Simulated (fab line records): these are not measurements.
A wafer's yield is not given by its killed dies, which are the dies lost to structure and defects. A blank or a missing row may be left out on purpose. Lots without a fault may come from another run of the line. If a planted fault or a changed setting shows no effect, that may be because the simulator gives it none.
Matching of chambers / flow nand_harc / 4 sister chambers for NHARC_A_STAIRCASE_TRIM_235 on rie_diel-02
The step chemistry O2, time 211.2 s. 14 wafers are shown with their chamber, then 7 later ones without.

WAFERS PAIRED WITH THEIR CHAMBERS
wafer=L234.1; chamber=2; showerhead_plenum_p_Torr (Torr)=3.47; oes_product_au (a.u.)=0.991; rf_vpp_V (V)=56.3
wafer=L234.5; chamber=1; showerhead_plenum_p_Torr (Torr)=3.71; oes_product_au (a.u.)=0.977; rf_vpp_V (V)=59.0
wafer=L234.6; chamber=0; showerhead_plenum_p_Torr (Torr)=3.34; oes_product_au (a.u.)=0.995; rf_vpp_V (V)=56.5
wafer=L237.1; chamber=3; showerhead_plenum_p_Torr (Torr)=3.34; oes_product_au (a.u.)=0.997; rf_vpp_V (V)=55.0
wafer=L237.2; chamber=2; showerhead_plenum_p_Torr (Torr)=3.46; oes_product_au (a.u.)=0.991; rf_vpp_V (V)=57.5
wafer=L237.6; chamber=1; showerhead_plenum_p_Torr (Torr)=3.71; oes_product_au (a.u.)=0.973; rf_vpp_V (V)=57.8
wafer=L236.1; chamber=1; showerhead_plenum_p_Torr (Torr)=3.71; oes_product_au (a.u.)=0.978; rf_vpp_V (V)=57.7
wafer=L236.3; chamber=2; showerhead_plenum_p_Torr (Torr)=3.46; oes_product_au (a.u.)=0.982; rf_vpp_V (V)=57.4
wafer=L236.5; chamber=3; showerhead_plenum_p_Torr (Torr)=3.34; oes_product_au (a.u.)=1.006; rf_vpp_V (V)=57.5
wafer=L238.3; chamber=0; showerhead_plenum_p_Torr (Torr)=3.34; oes_product_au (a.u.)=0.984; rf_vpp_V (V)=58.1
wafer=L238.4; chamber=2; showerhead_plenum_p_Torr (Torr)=3.46; oes_product_au (a.u.)=0.986; rf_vpp_V (V)=58.3
wafer=L238.6; chamber=2; showerhead_plenum_p_Torr (Torr)=3.46; oes_product_au (a.u.)=0.990; rf_vpp_V (V)=58.2
wafer=L242.1; chamber=3; showerhead_plenum_p_Torr (Torr)=3.33; oes_product_au (a.u.)=0.998; rf_vpp_V (V)=55.9
wafer=L242.2; chamber=2; showerhead_plenum_p_Torr (Torr)=3.46; oes_product_au (a.u.)=0.991; rf_vpp_V (V)=57.3

SIGNATURES (averages over the wafers above)
reading=showerhead_plenum_p_Torr; chamber 0=3.3400; chamber 1=3.7100; chamber 2=3.4617; chamber 3=3.3367; scatter within a chamber=0.00387
reading=oes_product_au; chamber 0=0.98950; chamber 1=0.97600; chamber 2=0.98850; chamber 3=1.00033; scatter within a chamber=0.00439
reading=rf_vpp_V; chamber 0=57.300; chamber 1=58.167; chamber 2=57.500; chamber 3=56.133; scatter within a chamber=0.903
Rule: a wafer lies at a distance from a chamber equal to the root of the sum of squares, over the readings, of (its reading less the chamber's mean, divided by the reading's scatter). If the next closest chamber is less than 2 further off than the closest, the wafer can't be placed; otherwise it belongs to the closest. The scatter: take each reading less its chamber's mean, square it, sum over the shown wafers, divide by the number of wafers less the number of chambers, and take the root.

WAFERS MISSING THEIR CHAMBER
wafer=L242.5; showerhead_plenum_p_Torr (Torr)=3.33; oes_product_au (a.u.)=0.991; rf_vpp_V (V)=57.5
wafer=L243.1; showerhead_plenum_p_Torr (Torr)=3.70; oes_product_au (a.u.)=0.981; rf_vpp_V (V)=58.8
wafer=L243.2; showerhead_plenum_p_Torr (Torr)=3.33; oes_product_au (a.u.)=0.990; rf_vpp_V (V)=57.6
wafer=L243.5; showerhead_plenum_p_Torr (Torr)=3.33; oes_product_au (a.u.)=0.990; rf_vpp_V (V)=57.9
wafer=L257.1; showerhead_plenum_p_Torr (Torr)=3.32; oes_product_au (a.u.)=1.009; rf_vpp_V (V)=57.3
wafer=L257.3; showerhead_plenum_p_Torr (Torr)=3.31; oes_product_au (a.u.)=1.000; rf_vpp_V (V)=57.0
wafer=L257.4; showerhead_plenum_p_Torr (Torr)=3.32; oes_product_au (a.u.)=1.003; rf_vpp_V (V)=56.7

EACH ONE'S CHAMBER
wafer=L242.5; from the rows above=can't be placed: 0 or 3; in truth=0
wafer=L243.1; from the rows above=1; in truth=1
wafer=L243.2; from the rows above=can't be placed: 0 or 3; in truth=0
wafer=L243.5; from the rows above=can't be placed: 0 or 3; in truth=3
wafer=L257.1; from the rows above=can't be placed: 3 or 0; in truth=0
wafer=L257.3; from the rows above=can't be placed: 3 or 0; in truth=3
wafer=L257.4; from the rows above=can't be placed: 3 or 0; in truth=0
Correct placement for 1 of the 7. Unplaceable from these rows: 6, with the true chamber sitting among the candidates in 6. Number placed wrongly: 0.
